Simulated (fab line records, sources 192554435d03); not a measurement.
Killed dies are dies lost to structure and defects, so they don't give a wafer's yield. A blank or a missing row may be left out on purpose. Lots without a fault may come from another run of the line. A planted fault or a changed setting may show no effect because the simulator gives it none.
fab line records | flow n5_finfet
record lots=6 wafers=18 last_day=18
route steps=1938 shown BEOL_M12@1647 BEOL_M13@1659
lots that met no fault: from a run of the same line without faults
start_h: hours from the record's first day to the start of the lot's first wafer shown | wait_h: hours since the lot's step before | " the same as in the row above | L1.1+2: a row that stands for several wafers | - no value, or no start given | * or withheld: withheld | < > ~ a bound
route shown NAME@n: a module of which the file shows steps, and the number in the route of the first | usual: mean/standard deviation of fault-free wafers | same: alike in all rows | chamber/n: place in a boat | sites: the reading at each site | _std_site: their standard deviation | _edge_site: outer sites' mean less inner sites' | radius_mm: how far each site lies from the wafer's centre | mask NAME#n: copy n | behind: the tool/chamber that last shaped the wafer | hold: why the lot was held/for how many hours/how that ended | device: the transistor (n, p or np) that didn't switch | end of line: the same wafers' tests at the end of the route | a step without rows: its recipe alone | killed: dies lost to structure and defects at the first sort, not the wafer's yield | map: a wafer's dies, x killed, . not, _ none there
set.NAME: the setting as run; set.NAME@STEP: as run at that earlier step | model.NAME: the simulator's own value behind a step, which no gauge read
lots at some steps of the route; a table a step, a row a wafer
services: from which hour (start_h, from the record's first day; less than 0 if before it) a tool's chamber was out of use, for how many hours, and why
## steps
# step N5_BEOL_M12_PRE_CLEAN_42
# recipe gas=H2/He time_s=30 temp_c=250
# usual heater_power_w=336/43
# columns lot.wafer tool chamber start_h wait_h heater_power_w
L170.2 pvd_sputter-01 - 237.47 0.0 322
L170.4 " - " " 392
L170.6 " - " " 316
L174.2 pvd_sputter-01 - 274.95 0.0 311
L174.3 " - " " 394
L174.5 " - " " 326
L179.1 pvd_sputter-03 - 308.56 0.0 366
L179.2 " - " " 401
L179.4 " - " " 325
L186.1 pvd_sputter-03 - 338.51 0.0 323
L186.3 " - " " 379
L186.6 " - " " 278
L189.3 pvd_sputter-01 - 374.23 0.0 316
L189.4 " - " " 287
L189.6 " - " " 319
L191.1 pvd_sputter-01 - 382.69 0.0 326
L191.3 " - " " 289
L191.5 " - " " 391
# step N5_BEOL_M12_SPUTTER_43
# recipe material=TaN target_thk_a=150 temp_c=50 bias_v=168.6 power_w=15000 chamber_pressure_pa=0.12 time_s=24.19
# usual cathode_dc_power_W=15000/2.8 throttle_valve_pct=30.2/0.64
# columns lot.wafer tool chamber start_h wait_h cathode_dc_power_W throttle_valve_pct
L170.2 pvd_sputter-01 - 237.51 0.0 15003 29.6
L170.4 " - " " 15000 30.1
L170.6 " - " " 15003 30.2
L174.2 pvd_sputter-01 - 274.99 0.0 15003 29.5
L174.3 " - " " 14996 30.1
L174.5 " - " " 14998 30.4
L179.1 pvd_sputter-03 - 308.60 0.0 15000 29.6
L179.2 " - " " 14999 29.3
L179.4 " - " " 15000 30.2
L186.1 pvd_sputter-03 - 338.55 0.0 15003 30.2
L186.3 " - " " 14999 29.9
L186.6 " - " " 15002 31.7
L189.3 pvd_sputter-01 - 374.27 0.0 14999 30.3
L189.4 " - " " 15001 29.9
L189.6 " - " " 15001 30.4
L191.1 pvd_sputter-01 - 382.73 0.0 14998 29.6
L191.3 " - " " 14997 29.6
L191.5 " - " " 15005 30.2
# step N5_BEOL_M12_SPUTTER_44
# recipe material=Ta target_thk_a=100 temp_c=50 bias_v=80 power_w=15000 chamber_pressure_pa=0.07 time_s=16.13
# step N5_BEOL_M12_SPUTTER_45
# recipe material=Cu target_thk_a=800 temp_c=-20 bias_v=60 power_w=26000 chamber_pressure_pa=0.13 time_s=13.33
# usual cathode_dc_power_W=26000/5.4 throttle_valve_pct=30.1/0.67
# columns lot.wafer tool chamber start_h wait_h cathode_dc_power_W throttle_valve_pct
L170.2 pvd_sputter-01 - 237.67 0.0 25994 29.8
L170.4 " - " " 25996 29.9
L170.6 " - " " 26010 30.0
L174.2 pvd_sputter-01 - 275.15 0.0 26010 29.7
L174.3 " - " " 25996 30.3
L174.5 " - " " 26000 30.4
L179.1 pvd_sputter-03 - 308.76 0.0 26005 29.7
L179.2 " - " " 26004 29.4
L179.4 " - " " 26004 30.2
L186.1 pvd_sputter-03 - 338.71 0.0 25999 30.1
L186.3 " - " " 25999 29.9
L186.6 " - " " 26002 31.6
L189.3 pvd_sputter-01 - 374.43 0.0 26002 30.2
L189.4 " - " " 25996 29.7
L189.6 " - " " 26001 30.0
L191.1 pvd_sputter-01 - 382.89 0.0 25999 29.6
L191.3 " - " " 25991 30.0
L191.5 " - " " 26002 30.2
# step N5_BEOL_M12_ECD_47
# recipe material=Cu target_thk_a=7200
# step N5_BEOL_M12_ANNEAL_48
# recipe temp_c=225 time_s=90 ambient=N2
# usual wafer_temp_C_max=225.71/0.21
# columns lot.wafer tool chamber start_h wait_h wafer_temp_C_max
L170.2 rtp_anneal-01 0 238.16 0.3 225.77
L170.4 " 0 " " 225.59
L170.6 " 0 " " 225.93
L174.2 rtp_anneal-01 0 275.45 0.1 225.34
L174.3 " 0 " " 225.34
L174.5 " 0 " " 225.55
L179.1 rtp_anneal-02 0 309.15 0.2 226.01
L179.2 " 0 " " 225.79
L179.4 " 0 " " 226.05
L186.1 rtp_anneal-02 0 339.22 0.3 225.39
L186.3 " 0 " " 225.80
L186.6 " 0 " " 225.60
L189.3 rtp_anneal-01 0 374.78 0.2 226.04
L189.4 " 0 " " 225.75
L189.6 " 0 " " 225.63
L191.1 rtp_anneal-02 0 384.96 1.9 226.06
L191.3 " 0 " " 225.83
L191.5 " 0 " " 225.89
# step N5_BEOL_M12_CMP_49
# recipe stop_on=SiOC t_overpolish_s=20.6 down_force_psi=1 platen_rpm=50 clearing_platen_down_force_psi=1.5 clearing_platen_rpm=50 post_cmp_clean=cu_alkaline target_thk_nm=320 clearing_platen_pad_velocity_m_s=0.99484 pad_velocity_m_s=0.99484
# step N5_BEOL_M12_THK_MEAS_50
# recipe thk_meas_gauge=xrf reads=Cu_of_BEOL_M12_ECD_47
# usual M12_THK=320/4.8
# columns lot.wafer tool chamber start_h wait_h M12_THK[nm]
L170.2 film_metro-02 - 238.71 - 328
L170.4 " - " " 320
L170.6 " - " " 325
L174.2 film_metro-01 - 276.00 - 317
L174.3 " - " " 318
L174.5 " - " " 319
L179.1 film_metro-02 - 309.75 - 316
L179.2 " - " " 317
L179.4 " - " " 317
L186.1 film_metro-01 - 339.82 - 312
L186.3 " - " " 316
L186.6 " - " " 314
L189.3 film_metro-02 - 375.29 - 319
L189.4 " - " " 322
L189.6 " - " " 323
L191.1 film_metro-02 - 385.82 - 322
L191.3 " - " " 322
L191.5 " - " " 324
# step N5_BEOL_M12_PRE_CLEAN_52
# recipe gas=NH3 time_s=15 temp_c=withheld rf_power_w=300
# step N5_BEOL_M12_DEP_53
# recipe material=SiCN target_thk_a=300 temp_c=withheld precursor=3MS/NH3 pressure_torr=3 rf_w=675 time_s=10.5
# usual showerhead_plenum_p_Torr=4.151/0.024 throttle_valve_pct=17.9/1
# columns lot.wafer tool chamber start_h wait_h showerhead_plenum_p_Torr throttle_valve_pct
L170.2 pecvd-02 1 238.77 0.0 4.104 20.0
L170.4 " 0 " " 4.170 17.5
L170.6 " 2 " " 4.119 17.6
L174.2 pecvd-02 1 276.06 0.0 4.117 19.7
L174.3 " 0 " " 4.162 17.7
L174.5 " 0 " " 4.160 17.7
L179.1 pecvd-04 1 309.82 0.0 4.179 18.3
L179.2 " 2 " " 4.158 16.2
L179.4 " 2 " " 4.146 16.4
L186.1 pecvd-04 0 339.93 0.0 4.132 18.3
L186.3 " 1 " " 4.188 17.9
L186.6 " 1 " " 4.183 18.5
L189.3 pecvd-04 2 375.35 0.0 4.141 16.5
L189.4 " 1 " " 4.182 18.0
L189.6 " 2 " " 4.147 16.3
L191.1 pecvd-02 2 385.88 0.0 4.130 18.1
L191.3 " 1 " " 4.101 19.7
L191.5 " 1 " " 4.112 19.8
# step N5_BEOL_M12_RS_MEAS_54
# recipe thk_meas_gauge=four-point-probe reads=Cu_of_BEOL_M12_ECD_47+Ta_of_BEOL_M12_SPUTTER_44+TaN_of_BEOL_M12_SPUTTER_43
# usual M12_RS=0.0599/0.00084
# columns lot.wafer tool chamber start_h wait_h M12_RS[ohm/sq]
L170.2 film_metro-02 - 238.84 0.0 0.0594
L170.4 " - " " 0.0606
L170.6 " - " " 0.0598
L174.2 film_metro-02 - 276.13 0.0 0.0598
L174.3 " - " " 0.0597
L174.5 " - " " 0.0598
L179.1 film_metro-02 - 309.88 0.0 0.0600
L179.2 " - " " 0.0603
L179.4 " - " " 0.0605
L186.1 film_metro-02 - 339.99 0.0 0.0614
L186.3 " - " " 0.0606
L186.6 " - " " 0.0610
L189.3 film_metro-02 - 375.41 0.0 0.0602
L189.4 " - " " 0.0600
L189.6 " - " " 0.0593
L191.1 film_metro-01 - 385.94 0.0 0.0597
L191.3 " - " " 0.0594
L191.5 " - " " 0.0591
# step N5_BEOL_M12_INSPECT_55
# recipe inspect_instrument=darkfield mode=post_dep
# usual raw_defect_count=69/26
# columns lot.wafer tool chamber start_h wait_h raw_defect_count
L170.2 defect_inspect-01 - 238.86 0.0 42
L170.4 " - " " 40
L170.6 " - " " 69
L174.2 defect_inspect-02 - 276.15 0.0 90
L174.3 " - " " 60
L174.5 " - " " 54
L179.1 defect_inspect-01 - 309.90 0.0 87
L179.2 " - " " 80
L179.4 " - " " 42
L186.1 defect_inspect-02 - 340.02 0.0 37
L186.3 " - " " 34
L186.6 " - " " 50
L189.3 defect_inspect-01 - 375.44 0.0 36
L189.4 " - " " 30
L189.6 " - " " 49
L191.1 defect_inspect-01 - 385.97 0.0 56
L191.3 " - " " 88
L191.5 " - " " 62
# step N5_BEOL_M13_ILD_DEP_00
# recipe material=SiOC target_thk_a=8379.2 temp_c=350 precursor=DEMS/O2 pressure_torr=5 rf_w=500 time_s=166.4
# usual heater_power_w=469/73 showerhead_plenum_p_Torr=5.690/0.015 susceptor_temp_C=350.02/0.2 throttle_valve_pct=12.1/0.59
# columns lot.wafer tool chamber start_h wait_h heater_power_w showerhead_plenum_p_Torr susceptor_temp_C throttle_valve_pct
L170.2 pecvd-03 2 238.90 0.0 562 5.703 350.13 11.1
L170.4 " 0 " " 529 5.687 349.93 12.3
L170.6 " 2 " " 466 5.702 350.39 11.1
L174.2 pecvd-01 1 276.19 0.0 367 5.680 349.85 11.6
L174.3 " 0 " " 389 5.682 349.82 12.8
L174.5 " 2 " " 447 5.688 350.21 12.1
L179.1 pecvd-01 2 309.95 0.0 476 5.676 353.48 11.8
L179.2 " 0 " " 450 5.686 353.47 12.7
L179.4 " 0 " " 373 5.687 353.41 12.8
L186.1 pecvd-01 1 340.06 0.0 403 5.675 353.27 12.2
L186.3 " 0 " " 424 5.671 353.24 12.9
L186.6 " 2 " " 433 5.695 353.60 12.2
L189.3 pecvd-03 2 375.47 0.0 549 5.687 350.10 11.5
L189.4 " 0 " " 560 5.690 349.52 12.4
L189.6 " 1 " " 519 5.714 350.01 12.6
L191.1 pecvd-03 0 386.01 0.0 479 5.683 349.98 12.8
L191.3 " 2 " " 516 5.713 349.86 11.6
L191.5 " 2 " " 559 5.695 349.87 11.6
# step N5_BEOL_M13_THK_MEAS_01
# recipe reads=SiOC_of_BEOL_M13_ILD_DEP_00
# usual M13_ILD_THK=836/11
# columns lot.wafer tool chamber start_h wait_h M13_ILD_THK[nm]
L170.2 film_metro-02 - 239.05 0.1 826
L170.4 " - " " 833
L170.6 " - " " 836
L174.2 film_metro-01 - 276.34 0.1 840
L174.3 " - " " 849
L174.5 " - " " 847
L179.1 film_metro-02 - 310.10 0.1 835
L179.2 " - " " 832
L179.4 " - " " 847
L186.1 film_metro-02 - 340.21 0.1 830
L186.3 " - " " 833
L186.6 " - " " 843
L189.3 film_metro-01 - 375.63 0.1 825
L189.4 " - " " 841
L189.6 " - " " 836
L191.1 film_metro-02 - 386.16 0.1 831
L191.3 " - " " 834
L191.5 " - " " 848
## services
# columns tool chamber start_h hours kind
pecvd-03 0 215.13 5.5 scheduled_down
pecvd-02 - 226.68 1.2 repair
rtp_anneal-02 - 226.70 4.6 pm
pecvd-04 - 229.27 2.6 repair
pecvd-04 1 255.80 14.1 repair
pvd_sputter-01 - 265.37 5.6 repair
pecvd-02 2 299.65 5.5 scheduled_down
pecvd-03 0 300.29 4.7 repair
pecvd-02 1 305.11 2.1 scheduled_down
pecvd-02 - 307.51 5.5 pm
pecvd-03 1 319.50 25.3 repair
pecvd-01 2 326.11 - calibration
pecvd-02 - 337.70 3.3 repair
pecvd-01 0 351.26 5.5 scheduled_down
pecvd-04 0 353.65 2.1 scheduled_down
pecvd-01 1 356.72 2.1 scheduled_down
pvd_sputter-01 - 363.81 5.6 repair
pecvd-01 1 383.62 - clean
pecvd-01 1 383.62 - consumable_replace:showerhead
pecvd-01 1 383.62 29.0 scheduled_down
pecvd-01 1 383.62 29.0 vent_cycle
## key
first_sign step=N5_BEOL_M13_ILD_DEP_00 reading=susceptor_temp_C direction=up sigmas=17 usual=* struck=*
effect none on later readings
met_at N5_BEOL_M13_ILD_DEP_00
struck_wafers L179.1,L179.2,L179.4,L186.1,L186.3,L186.6
baseline_loss step=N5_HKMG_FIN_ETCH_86 wafers=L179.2
onset_between 276.19 309.95
fault kind=process_parameter_drift tool=pecvd-01 chamber=- onset_h=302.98 steps=N5_BEOL_M13_ILD_DEP_00 channel=temp_c offset=* shape=step end_h=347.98 acts_in=* stated=*
# baseline_loss: these wafers lose ten dies or more at that step, a loss of the line's own and not of a fault; the sort's usual values leave them out
